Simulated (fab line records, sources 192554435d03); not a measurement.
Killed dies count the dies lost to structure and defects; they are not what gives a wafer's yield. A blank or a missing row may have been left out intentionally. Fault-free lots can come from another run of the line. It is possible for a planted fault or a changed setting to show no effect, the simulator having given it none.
Which tool did it? ; flow n5Finfet ; 21 lots with 63 wafers sampled at 5 steps, on a route of 1938 steps

== WHAT THE GAUGES SHOWED, per wafer ==
N5_STI_FIN_REVEAL_THK_MEAS_05.
lot;measured;on;thkNm (nm)
L074;day 2 10:55;filmMetro-01;129.5 130.0 131.4
L075;day 2 16:09;filmMetro-01;129.2 129.2 129.8
L076;day 3 01:20;filmMetro-02;131.2 131.3 131.1
L077;day 3 03:34;filmMetro-02;132.5 131.0 131.3
L078;day 3 08:57;filmMetro-02;132.1 131.9 131.7
L079;day 3 17:25;filmMetro-01;131.8 130.4 130.0
L080;day 3 22:18;filmMetro-01;129.8 130.0 130.2
L081;day 4 05:05;filmMetro-01;132.0 132.6 132.3
L082;day 4 10:56;filmMetro-01;131.7 132.7 132.4
L083;day 5 00:11;filmMetro-02;131.5 132.0 130.6
L084;day 5 00:28;filmMetro-01;130.2 130.5 129.2
L086;day 5 09:44;filmMetro-01;132.6 132.7 131.9
L087;day 5 16:20;filmMetro-01;130.0 131.1 131.2
L088;day 6 01:45;filmMetro-01;132.1 131.0 132.0
L089;day 6 03:34;filmMetro-02;132.0 131.8 131.7
L090;day 6 11:43;filmMetro-02;130.5 129.4 132.2
L091;day 6 17:14;filmMetro-02;131.8 133.3 132.8
L092;day 7 00:25;filmMetro-02;129.4 131.5 130.6
L095;day 7 16:15;filmMetro-01;131.5 132.4 134.1
L096;day 7 21:43;filmMetro-02;131.2 132.2 130.6
L097;day 8 04:12;filmMetro-01;132.5 131.1 132.6

N5_DUMMY_GATE_INSPECT_27: inspects for defects (brightfield).
lot;measured;on;rawDefectCount
L074;day 3 00:05;defectInspect-01;209 276 224
L075;day 3 05:38;defectInspect-01;250 334 337
L076;day 3 15:02;defectInspect-01;123 223 277
L077;day 3 17:10;defectInspect-02;271 202 211
L078;day 3 22:49;defectInspect-02;394 403 306
L079;day 4 06:39;defectInspect-01;239 239 184
L080;day 4 13:46;defectInspect-01;252 177 211
L081;day 4 18:17;defectInspect-01;290 445 258
L082;day 5 01:07;defectInspect-02;449 380 296
L083;day 5 13:29;defectInspect-01;241 219 188
L084;day 5 17:28;defectInspect-02;343 204 235
L086;day 6 01:21;defectInspect-01;339 255 297
L087;day 6 06:25;defectInspect-01;229 229 159
L088;day 6 15:10;defectInspect-02;215 325 277
L089;day 6 17:12;defectInspect-02;295 371 424
L090;day 7 05:13;defectInspect-02;329 307 244
L091;day 7 06:45;defectInspect-01;263 325 304
L092;day 7 16:03;defectInspect-02;324 234 418
L095;day 8 07:33;defectInspect-02;209 246 265
L096;day 8 11:47;defectInspect-02;308 264 337
L097;day 8 17:35;defectInspect-01;289 375 248

== EACH LOT AND THE TOOL THAT RAN IT (in order: tool; ch and the chambers of the sampled wafers; start) ==
lot;N5_FIN_CUT_ETCH_30;N5_FIN_CUT_CUT_ETCH_27;N5_STI_FIN_REVEAL_ETCHBACK_08
L074;rieDiel-05 ch 0,1,3, day 2 04:31;rieDiel-05 ch 0,1,3, day 2 04:58;rieDiel-04 ch 0,1,2, day 2 11:09
L075;rieDiel-06 ch 1,2,3, day 2 09:50;rieDiel-06 ch 1,2,3, day 2 10:17;rieDiel-02 ch 2,3, day 2 16:37
L076;rieDiel-01 ch 0,1,3, day 2 19:01;rieDiel-01 ch 0,1,3, day 2 19:28;rieDiel-03 ch 1,2,3, day 3 01:53
L077;rieDiel-01 ch 0,3, day 2 20:54;rieDiel-01 ch 0,3, day 2 21:21;rieDiel-04 ch 0,2,3, day 3 03:59
L078;rieDiel-05 ch 0,1,2, day 3 02:39;rieDiel-05 ch 0,1,2, day 3 03:06;rieDiel-03 ch 0,1,2, day 3 09:26
L079;rieDiel-01 ch 1,2,3, day 3 10:13;rieDiel-01 ch 1,2,3, day 3 10:40;rieDiel-02 ch 0,1,3, day 3 17:40
L080;rieDiel-01 ch 0,2,3, day 3 16:00;rieDiel-01 ch 0,2,3, day 3 16:27;rieDiel-03 ch 0,2, day 3 22:32
L081;rieDiel-06 ch 0,2,3, day 3 22:03;rieDiel-06 ch 0,2,3, day 3 22:30;rieDiel-04 ch 1,2,3, day 4 05:20
L082;rieDiel-05 ch 0,2,3, day 4 04:37;rieDiel-05 ch 0,2,3, day 4 05:04;rieDiel-04 ch 1,2,3, day 4 11:10
L083;rieDiel-06 ch 0,2,3, day 4 15:39;rieDiel-06 ch 0,2,3, day 4 16:05;rieDiel-03 ch 0,1,2, day 5 00:26
L084;rieDiel-01 ch 0,1,2, day 4 16:05;rieDiel-01 ch 0,1,2, day 4 16:32;rieDiel-03 ch 1,2,3, day 5 00:53
L086;rieDiel-01 ch 0,2,3, day 5 03:23;rieDiel-01 ch 0,2,3, day 5 03:50;rieDiel-04 ch 0,1,2, day 5 10:01
L087;rieDiel-06 ch 2,3, day 5 09:59;rieDiel-06 ch 2,3, day 5 10:26;rieDiel-02 ch 0,1,3, day 5 16:35
L088;rieDiel-06 ch 0,1,3, day 5 19:23;rieDiel-06 ch 0,1,3, day 5 19:49;rieDiel-04 ch 1,2,3, day 6 01:59
L089;rieDiel-06 ch 1,2,3, day 5 21:08;rieDiel-06 ch 1,2,3, day 5 21:35;rieDiel-02 ch 0,1,2, day 6 04:01
L090;rieDiel-05 ch 0,3, day 6 04:56;rieDiel-05 ch 0,3, day 6 05:23;rieDiel-02 ch 0,1,2, day 6 12:06
L091;rieDiel-01 ch 0,1,3, day 6 09:40;rieDiel-01 ch 0,1,3, day 6 10:07;rieDiel-03 ch 0,2, day 6 17:36
L092;rieDiel-05 ch 1,2,3, day 6 18:06;rieDiel-05 ch 1,2,3, day 6 18:33;rieDiel-02 ch 0,2,3, day 7 00:42
L095;rieDiel-06 ch 1,2, day 7 09:55;rieDiel-06 ch 1,2, day 7 10:22;rieDiel-02 ch 0,1,2, day 7 16:31
L096;rieDiel-01 ch 0,1,2, day 7 15:23;rieDiel-01 ch 0,1,2, day 7 15:50;rieDiel-04 ch 0,1,3, day 7 22:01
L097;rieDiel-01 ch 1,2, day 7 20:49;rieDiel-01 ch 1,2, day 7 21:16;rieDiel-02 ch 0,1,2, day 8 04:26
- N5_FIN_CUT_ETCH_30: etches underlayer in N2/H2, target depth 13 nm, time 10.4 s.
- N5_FIN_CUT_CUT_ETCH_27: etches SiO2 in CHF3/O2, target depth 4 nm, overetch 2 nm, time 4.9 s.
- N5_STI_FIN_REVEAL_ETCHBACK_08: etches SiO2 in C4F6/O2, target depth 30.5 nm, time 10.167 s.

== WHAT THE TOOLS THEMSELVES READ (means of the sampled wafers that have a number; where no wafer has one, the mark that the record gives instead) ==
N5_FIN_CUT_ETCH_30.
lot;tool;drypumpMotorCurrentA (A);etchRfOnTimeS (s);oesProductAu (a.u.);rfVppV (V);showerheadPlenumPTorr (Torr);throttleValvePct (%)
L074;rieDiel-05;6.2;10.32;0.64;524.3;2.54;17.99
L075;rieDiel-06;5.7;10.31;0.67;522.3;2.48;17.93
L076;rieDiel-01;6.0;10.51;0.63;523.7;2.53;17.98
L077;rieDiel-01;5.8;10.35;0.64;525.4;2.57;17.97
L078;rieDiel-05;6.2;10.11;0.64;521.2;2.46;17.80
L079;rieDiel-01;5.7;10.48;0.63;524.3;2.55;18.01
L080;rieDiel-01;5.7;10.24;0.63;523.1;2.52;18.02
L081;rieDiel-06;5.8;10.30;0.68;522.8;2.49;18.11
L082;rieDiel-05;6.3;10.29;0.61;523.0;2.49;17.96
L083;rieDiel-06;5.9;10.28;0.68;522.9;2.49;18.12
L084;rieDiel-01;5.8;10.41;0.62;521.4;2.47;18.04
L086;rieDiel-01;5.7;10.32;0.62;522.5;2.51;18.02
L087;rieDiel-06;6.0;10.32;0.67;522.3;2.49;18.18
L088;rieDiel-06;5.7;10.65;0.63;523.1;2.54;18.03
L089;rieDiel-06;5.7;10.15;0.65;522.3;2.47;17.99
L090;rieDiel-05;6.3;10.31;0.61;524.2;2.57;18.19
L091;rieDiel-01;6.0;10.68;0.61;523.7;2.52;18.03
L092;rieDiel-05;6.1;10.12;0.62;523.3;2.52;17.71
L095;rieDiel-06;5.5;10.15;0.67;519.4;2.40;17.89
L096;rieDiel-01;5.8;10.50;0.67;522.2;2.47;17.93
L097;rieDiel-01;5.8;10.62;0.68;523.5;2.50;17.93

N5_FIN_CUT_CUT_ETCH_27.
lot;tool;drypumpMotorCurrentA (A);oes_f_703_au (a.u.);oesProductAu (a.u.);rfVppV (V);showerheadPlenumPTorr (Torr);throttleValvePct (%)
L074;rieDiel-05;6.2;0.76;0.58;524;2.41;18.95
L075;rieDiel-06;5.7;0.79;0.62;520;2.35;18.88
L076;rieDiel-01;6.0;0.75;0.60;523;2.41;18.98
L077;rieDiel-01;5.8;0.76;0.59;522;2.45;19.00
L078;rieDiel-05;6.2;0.75;0.58;522;2.33;18.83
L079;rieDiel-01;5.6;0.75;0.58;526;2.43;19.03
L080;rieDiel-01;5.7;0.74;0.58;524;2.40;18.99
L081;rieDiel-06;5.8;0.80;0.62;519;2.36;19.02
L082;rieDiel-05;6.2;0.73;0.57;530;2.36;18.95
L083;rieDiel-06;5.8;0.79;0.62;518;2.36;19.03
L084;rieDiel-01;5.8;0.72;0.57;527;2.36;18.99
L086;rieDiel-01;5.7;0.74;0.57;526;2.40;19.00
L087;rieDiel-06;6.0;0.78;0.62;520;2.35;19.11
L088;rieDiel-06;5.7;0.75;0.60;520;2.40;18.93
L089;rieDiel-06;5.7;0.77;0.60;520;2.34;18.93
L090;rieDiel-05;6.2;0.72;0.56;531;2.42;19.12
L091;rieDiel-01;6.0;0.72;0.57;523;2.40;19.03
L092;rieDiel-05;6.1;0.73;0.57;530;2.40;18.75
L095;rieDiel-06;5.5;0.79;0.60;518;2.28;18.85
L096;rieDiel-01;5.8;0.79;0.62;525;2.35;18.90
L097;rieDiel-01;5.8;0.79;0.63;526;2.37;18.93

N5_STI_FIN_REVEAL_ETCHBACK_08.
lot;tool;drypumpMotorCurrentA (A);oes_f_703_au (a.u.);oesProductAu (a.u.);rfVppV (V);showerheadPlenumPTorr (Torr);throttleValvePct (%)
L074;rieDiel-04;5.8;0.74;0.74;669;2.85;21.21
L075;rieDiel-02;6.0;0.77;0.77;657;2.83;21.04
L076;rieDiel-03;5.7;0.78;0.78;675;2.89;21.29
L077;rieDiel-04;5.8;0.78;0.78;657;2.78;21.15
L078;rieDiel-03;5.6;0.71;0.70;671;2.87;21.42
L079;rieDiel-02;5.9;0.80;0.80;674;2.86;20.99
L080;rieDiel-03;5.5;0.70;0.69;676;2.83;21.39
L081;rieDiel-04;5.8;0.80;0.80;658;2.87;21.11
L082;rieDiel-04;5.8;0.79;0.79;657;2.87;21.11
L083;rieDiel-03;5.6;0.70;0.69;670;2.86;21.44
L084;rieDiel-03;5.7;0.76;0.77;674;2.88;21.34
L086;rieDiel-04;5.8;0.81;0.82;673;2.96;21.15
L087;rieDiel-02;5.9;0.78;0.79;675;2.85;21.00
L088;rieDiel-04;5.8;0.78;0.77;658;2.86;21.11
L089;rieDiel-02;5.8;0.80;0.79;659;2.78;21.11
L090;rieDiel-02;5.8;0.80;0.79;658;2.78;21.12
L091;rieDiel-03;5.4;0.68;0.67;675;2.81;21.42
L092;rieDiel-02;6.0;0.78;0.79;670;2.86;21.04
L095;rieDiel-02;5.8;0.79;0.78;660;2.77;21.14
L096;rieDiel-04;5.6;0.84;0.84;663;2.93;21.00
L097;rieDiel-02;5.8;0.78;0.77;659;2.77;21.14

== THE ANSWER, worked out from the rows above alone ==
Rule: what is usual is taken from the lots themselves. The widest of any qualifying gaps counts: lots, ordered by their means at a reading, are off when they make up no more than a third of the lots, leave a main group of 4 or more, and stand apart from it by 3 or more times the standard deviation of that group's means. Not used: any main group whose means are identical at the precision the tables above print for the reading. Also off: a lot with no number at a reading for which 4 or more lots have one. The other lots that the step has rows for count as sound. Order of review: gauges by route order, followed by the tools' own readings, for which a lot's mean as printed above is used. The first step at which some lot is off is used, and at that step the reading that is off furthest; a lot without a number counts as furthest.
Across all readings shown, no lot is off: no conclusion can be drawn from this.

== WHAT THE SIMULATOR HAD PUT IN ==
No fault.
